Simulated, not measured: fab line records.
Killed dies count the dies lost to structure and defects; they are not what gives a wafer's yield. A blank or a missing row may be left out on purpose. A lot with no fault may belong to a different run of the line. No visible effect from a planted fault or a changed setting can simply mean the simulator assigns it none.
Chamber matching / flow n5Finfet / N5_BEOL_M6_STRIP_19 on rieDiel-06 has 4 sister chambers
The step strips in O2. 22 wafers are shown with their chamber, then 11 later ones without.

WAFERS WITH THEIR CHAMBER
wafer=L074.3; chamber=1; drypumpMotorCurrentA (A)=6.4; showerheadPlenumPTorr (Torr)=2.15; throttleValvePct (%)=16.22
wafer=L074.4; chamber=2; drypumpMotorCurrentA (A)=6.4; showerheadPlenumPTorr (Torr)=2.16; throttleValvePct (%)=16.47
wafer=L074.6; chamber=1; drypumpMotorCurrentA (A)=6.5; showerheadPlenumPTorr (Torr)=2.15; throttleValvePct (%)=16.23
wafer=L075.1; chamber=1; drypumpMotorCurrentA (A)=6.5; showerheadPlenumPTorr (Torr)=2.15; throttleValvePct (%)=16.24
wafer=L075.2; chamber=2; drypumpMotorCurrentA (A)=6.4; showerheadPlenumPTorr (Torr)=2.16; throttleValvePct (%)=16.50
wafer=L075.4; chamber=0; drypumpMotorCurrentA (A)=5.3; showerheadPlenumPTorr (Torr)=1.99; throttleValvePct (%)=16.80
wafer=L077.2; chamber=2; drypumpMotorCurrentA (A)=6.4; showerheadPlenumPTorr (Torr)=2.16; throttleValvePct (%)=16.50
wafer=L077.5; chamber=0; drypumpMotorCurrentA (A)=5.3; showerheadPlenumPTorr (Torr)=1.99; throttleValvePct (%)=16.79
wafer=L077.6; chamber=1; drypumpMotorCurrentA (A)=6.5; showerheadPlenumPTorr (Torr)=2.15; throttleValvePct (%)=16.25
wafer=L076.2; chamber=1; drypumpMotorCurrentA (A)=6.5; showerheadPlenumPTorr (Torr)=2.14; throttleValvePct (%)=16.25
wafer=L076.3; chamber=3; drypumpMotorCurrentA (A)=5.7; showerheadPlenumPTorr (Torr)=2.12; throttleValvePct (%)=16.27
wafer=L076.4; chamber=0; drypumpMotorCurrentA (A)=5.3; showerheadPlenumPTorr (Torr)=1.99; throttleValvePct (%)=16.80
wafer=L086.2; chamber=0; drypumpMotorCurrentA (A)=5.4; showerheadPlenumPTorr (Torr)=1.98; throttleValvePct (%)=16.85
wafer=L086.5; chamber=2; drypumpMotorCurrentA (A)=6.4; showerheadPlenumPTorr (Torr)=2.15; throttleValvePct (%)=16.55
wafer=L086.6; chamber=3; drypumpMotorCurrentA (A)=5.7; showerheadPlenumPTorr (Torr)=2.11; throttleValvePct (%)=16.31
wafer=L087.2; chamber=2; drypumpMotorCurrentA (A)=6.4; showerheadPlenumPTorr (Torr)=2.15; throttleValvePct (%)=16.56
wafer=L087.3; chamber=0; drypumpMotorCurrentA (A)=5.3; showerheadPlenumPTorr (Torr)=1.98; throttleValvePct (%)=16.85
wafer=L087.6; chamber=3; drypumpMotorCurrentA (A)=5.7; showerheadPlenumPTorr (Torr)=2.11; throttleValvePct (%)=16.35
wafer=L091.1; chamber=3; drypumpMotorCurrentA (A)=5.7; showerheadPlenumPTorr (Torr)=2.11; throttleValvePct (%)=16.33
wafer=L091.2; chamber=1; drypumpMotorCurrentA (A)=6.5; showerheadPlenumPTorr (Torr)=2.13; throttleValvePct (%)=16.33
wafer=L091.4; chamber=3; drypumpMotorCurrentA (A)=5.7; showerheadPlenumPTorr (Torr)=2.11; throttleValvePct (%)=16.32
wafer=L092.1; chamber=3; drypumpMotorCurrentA (A)=5.7; showerheadPlenumPTorr (Torr)=2.11; throttleValvePct (%)=16.34

SIGNATURES (means of the wafers above)
reading=drypumpMotorCurrentA; chamber 0=5.320; chamber 1=6.483; chamber 2=6.400; chamber 3=5.700; scatter within a chamber=0.0301
reading=showerheadPlenumPTorr; chamber 0=1.9860; chamber 1=2.1450; chamber 2=2.1560; chamber 3=2.1117; scatter within a chamber=0.00612
reading=throttleValvePct; chamber 0=16.8180; chamber 1=16.2533; chamber 2=16.5160; chamber 3=16.3200; scatter within a chamber=0.0341
Rule: a wafer's distance from a chamber is the root of the sum, over the readings, of the square of ((its reading less the chamber's mean) divided by the reading's scatter). If the next closest chamber is less than 2 further off than the closest, the wafer can't be placed; otherwise it belongs to the closest. The scatter: take each reading less its chamber's mean, square it, sum over the shown wafers, divide by the number of wafers less the number of chambers, and take the root.

WAFERS WHOSE CHAMBER IS MISSING
wafer=L092.3; drypumpMotorCurrentA (A)=5.3; showerheadPlenumPTorr (Torr)=2.24; throttleValvePct (%)=16.45
wafer=L092.4; drypumpMotorCurrentA (A)=6.4; showerheadPlenumPTorr (Torr)=2.15; throttleValvePct (%)=16.57
wafer=L093.1; drypumpMotorCurrentA (A)=5.3; showerheadPlenumPTorr (Torr)=2.24; throttleValvePct (%)=16.45
wafer=L093.5; drypumpMotorCurrentA (A)=5.4; showerheadPlenumPTorr (Torr)=2.24; throttleValvePct (%)=16.42
wafer=L093.6; drypumpMotorCurrentA (A)=6.5; showerheadPlenumPTorr (Torr)=2.13; throttleValvePct (%)=16.31
wafer=L097.2; drypumpMotorCurrentA (A)=5.3; showerheadPlenumPTorr (Torr)=2.24; throttleValvePct (%)=16.43
wafer=L097.4; drypumpMotorCurrentA (A)=6.4; showerheadPlenumPTorr (Torr)=2.14; throttleValvePct (%)=16.58
wafer=L097.5; drypumpMotorCurrentA (A)=5.4; showerheadPlenumPTorr (Torr)=2.24; throttleValvePct (%)=16.45
wafer=L094.2; drypumpMotorCurrentA (A)=5.3; showerheadPlenumPTorr (Torr)=2.24; throttleValvePct (%)=16.42
wafer=L094.3; drypumpMotorCurrentA (A)=6.4; showerheadPlenumPTorr (Torr)=2.14; throttleValvePct (%)=16.59
wafer=L094.5; drypumpMotorCurrentA (A)=5.7; showerheadPlenumPTorr (Torr)=2.11; throttleValvePct (%)=16.35

CHAMBER TAKEN BY EACH
wafer=L092.3; from the rows above=3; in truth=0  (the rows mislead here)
wafer=L092.4; from the rows above=2; in truth=2
wafer=L093.1; from the rows above=3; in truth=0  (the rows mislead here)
wafer=L093.5; from the rows above=3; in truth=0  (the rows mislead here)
wafer=L093.6; from the rows above=1; in truth=1
wafer=L097.2; from the rows above=3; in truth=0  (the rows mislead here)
wafer=L097.4; from the rows above=2; in truth=2
wafer=L097.5; from the rows above=3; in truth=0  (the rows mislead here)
wafer=L094.2; from the rows above=3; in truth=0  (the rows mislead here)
wafer=L094.3; from the rows above=2; in truth=2
wafer=L094.5; from the rows above=3; in truth=3
5 of 11 placed correctly. Can't be placed from these rows: 0. 6 placed wrongly.
